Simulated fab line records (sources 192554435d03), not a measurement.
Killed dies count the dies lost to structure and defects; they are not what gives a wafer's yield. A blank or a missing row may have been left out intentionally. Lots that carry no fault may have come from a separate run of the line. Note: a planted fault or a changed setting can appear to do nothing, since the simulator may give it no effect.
Matching of chambers ; flow n5Finfet ; rieDiel-01 running N5_MOL_CONTACT_COAG_DESCUM_88: 4 sister chambers
The step chemistry O2, time 7 s. 18 wafers are shown with their chamber, then 9 later ones without.

## WAFERS PAIRED WITH THEIR CHAMBERS
wafer;chamber;drypumpMotorCurrentA (A);throttleValvePct (%);showerheadPlenumPTorr (Torr)
L075.2;0;6.4;20.13;2.11
L075.4;1;5.2;20.45;2.15
L075.6;2;4.9;20.76;2.20
L078.3;2;5.0;20.76;2.20
L078.4;1;5.2;20.47;2.15
L078.5;2;4.9;20.75;2.20
L080.1;3;5.3;20.28;2.16
L080.3;0;6.4;20.14;2.11
L080.6;3;5.3;20.29;2.16
L084.1;3;5.3;20.30;2.16
L084.2;2;5.0;20.78;2.19
L084.6;3;5.3;20.31;2.16
L086.1;3;5.3;20.32;2.15
L086.3;0;6.4;20.17;2.10
L086.6;1;5.3;20.51;2.14
L089.2;3;5.4;20.31;2.15
L089.3;2;5.0;20.78;2.19
L089.4;0;6.4;20.18;2.10

SIGNATURES (means of the wafers above)
reading;chamber 0;chamber 1;chamber 2;chamber 3;scatter within a chamber
drypumpMotorCurrentA;6.400;5.233;4.960;5.317;0.0439
throttleValvePct;20.1550;20.4767;20.7660;20.3017;0.0196
showerheadPlenumPTorr;2.1050;2.1467;2.1960;2.1567;0.00548
Rule: a wafer lies at a distance from a chamber equal to the root of the sum of squares, over the readings, of (its reading less the chamber's mean, divided by the reading's scatter). The wafer belongs to the nearest chamber; if the next one is less than 2 further off, it can't be placed. The scatter: take each reading less its chamber's mean, square it, sum over the shown wafers, divide by the number of wafers less the number of chambers, and take the root.

## WAFERS WITH NO CHAMBER GIVEN
wafer;drypumpMotorCurrentA (A);throttleValvePct (%);showerheadPlenumPTorr (Torr)
L092.3;4.9;20.81;2.19
L092.4;5.3;20.32;2.15
L092.6;6.4;20.18;2.10
L094.1;5.2;20.53;2.14
L094.2;6.4;20.19;2.10
L094.5;5.2;20.54;2.14
L096.2;6.3;20.19;2.10
L096.3;4.9;20.81;2.18
L096.4;5.3;20.35;2.15

## CHAMBER TAKEN BY EACH
wafer;from the rows above;in truth
L092.3;2;2
L092.4;3;3
L092.6;0;0
L094.1;1;1
L094.2;0;0
L094.5;1;1
L096.2;0;0
L096.3;2;2
L096.4;3;3
9 of 9 placed correctly. Not placeable from these rows: 0. Wrongly placed: 0.
